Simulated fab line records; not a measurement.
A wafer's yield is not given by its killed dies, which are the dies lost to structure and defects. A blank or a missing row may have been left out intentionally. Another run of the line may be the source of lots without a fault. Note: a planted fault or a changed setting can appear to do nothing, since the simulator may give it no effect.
Struck lot and sound lot, side by side -- flow nand-harc -- 14 out of 1159 route steps
Sound: these wafers, L613.1, L613.3, L613.6. Struck: wafer L610.4. (L610.1 of the same lot was not struck and is left out.) The cause comes at the end.
For every step that has rows: the tool of each side, followed by ch and its chambers, followed by its first start. Under that, the readings that differ: sound wafers -- struck wafers -- difference of the means -- sigmas: that difference in standard deviations of wafers without a fault.
alike: words and numbers the same on both sides, and readings whose means are apart by under 2 such deviations; not compared: readings that were withheld, readings missing a value for some wafer, numbers with overlapping values and no deviation given by the record, and bounds like >300 which may hide the same value.
The two part at a step that has a row with sigmas, a row that says differs or no value, or rows on one side only. Numbers that don't overlap but have no deviation are shown without sigmas and don't part them. A reading that every wafer of one side lacks parts them only if that side has two wafers or more.

first, 2 steps without rows for these wafers: NHARC_A_SOURCE_PLATE_SRD_01; NHARC_A_SOURCE_PLATE_OXIDE_02 (material SiO2, target thk 10 nm, ox time 1362 s).
NHARC_A_SOURCE_PLATE_THK_MEAS_09: measures by ellipsometry.
  sound: film-metro-01 at day 10 01:43; struck: film-metro-01 at day 10 09:59
  alike: thk-nm
then, 3 steps without rows for these wafers: NHARC_A_SOURCE_PLATE_PVD_04 (deposits WSi2, target thk 50 nm); NHARC_A_SOURCE_PLATE_CVD_03 (deposits poly-Si, target thk 200 nm, time 4000 s); NHARC_A_SOURCE_PLATE_ANNEAL_05 (time 1800 s).
NHARC_A_SOURCE_PLATE_THK_MEAS_06: measures by ellipsometry.
  sound: film-metro-01 at day 10 17:03; struck: film-metro-02 at day 11 00:41
  alike: thk-nm
NHARC_A_SOURCE_PLATE_INSPECT_08:
  sound: defect-inspect-01 at day 10 17:07; struck: defect-inspect-02 at day 11 00:47
  alike: raw-defect-count
after that, 1 step with no rows for these wafers: NHARC_A_ONON_D1_DEP_00 (target thk 1000 nm).
NHARC_A_ONON_D1_THK_MEAS_02: measures by ellipsometry.
  sound: film-metro-01 at day 10 17:41; struck: film-metro-02 at day 11 01:22
  alike: thk-nm
NHARC_A_ONON_D1_DEP_03: target thk 1000 nm.
  sound on pecvd-onon-02 ch 0, day 10 17:44; struck on pecvd-onon-03 ch 0, day 11 01:25
NHARC_A_ONON_D1_THK_MEAS_05: measures by ellipsometry.
  sound: film-metro-01 at day 10 18:16; struck: film-metro-02 at day 11 01:56
reading,sound,struck,difference,sigmas
thk-nm (nm),996 993 995,367,-628,-80
after that, 1 step with no rows for these wafers: NHARC_A_ONON_D1_DEP_06 (target thk 1000 nm).
-- jump in the record: it breaks off in module A_ONON_D1 and resumes in module END (first step shown: number 1159 of the route), and 12 days separate the struck wafers' starts before and after --
NHARC_END_SORT_01:
  only the struck wafers appear in the record here, on prober-02 ch 0 at day 22 15:55; the sound ones have no rows

WHERE THEY PART
At NHARC_A_ONON_D1_THK_MEAS_05 first; at NHARC_END_SORT_01 last (within this record only).

WHY: what the simulator had put in
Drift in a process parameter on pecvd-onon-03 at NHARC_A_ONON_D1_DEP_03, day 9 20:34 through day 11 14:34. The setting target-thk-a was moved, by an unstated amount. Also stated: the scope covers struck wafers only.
